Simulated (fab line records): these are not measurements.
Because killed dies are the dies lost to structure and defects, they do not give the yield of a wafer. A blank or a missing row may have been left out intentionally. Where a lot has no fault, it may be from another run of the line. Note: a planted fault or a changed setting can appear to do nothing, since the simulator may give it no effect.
Matching of chambers ; flow n5Finfet ; 3 sister chambers for N5_BEOL_M5_PECVD_70 on pecvd-04
The step deposits SiO2 from TEOS/O2, target thk 16 nm, time 18 s. 6 wafers are shown with their chamber, then 7 later ones without.

== EACH WAFER AND ITS CHAMBER ==
wafer;chamber;throttleValvePct (%);showerheadPlenumPTorr (Torr)
L077.4;2;22.7;8.75
L080.2;0;23.0;8.78
L080.3;1;25.0;8.82
L080.6;0;23.2;8.82
L084.3;1;25.1;8.85
L084.4;2;21.3;8.73

== WAFERS MISSING THEIR CHAMBER ==
wafer;throttleValvePct (%);showerheadPlenumPTorr (Torr)
L084.5;24.9;8.83
L088.2;21.4;8.74
L088.4;21.3;8.74
L088.5;24.8;8.84
L096.1;24.5;8.81
L096.2;23.5;8.79
L096.5;21.4;8.72

== WHICH CHAMBER EACH WENT THROUGH ==
wafer;from the rows above;in truth
L084.5;1;1
L088.2;2;2
L088.4;2;2
L088.5;1;1
L096.1;can't be placed: 1 or 0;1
L096.2;0;0
L096.5;2;2
6 of 7 placed correctly. Can't be placed from these rows: 1 (the true chamber is among the candidates in 1). Number placed wrongly: 0.
How it was worked out, from the rows above alone: a wafer's distance from a chamber is the root of the sum, over the readings, of the square of ((its reading less the chamber's mean) divided by the reading's scatter). If the next closest chamber is less than 2 further off than the closest, the wafer can't be placed; otherwise it belongs to the closest. A chamber's mean is the mean of its shown wafers. The scatter: the root of (the sum of the squares of (reading less its chamber's mean) over the shown wafers, divided by (wafers less chambers)).
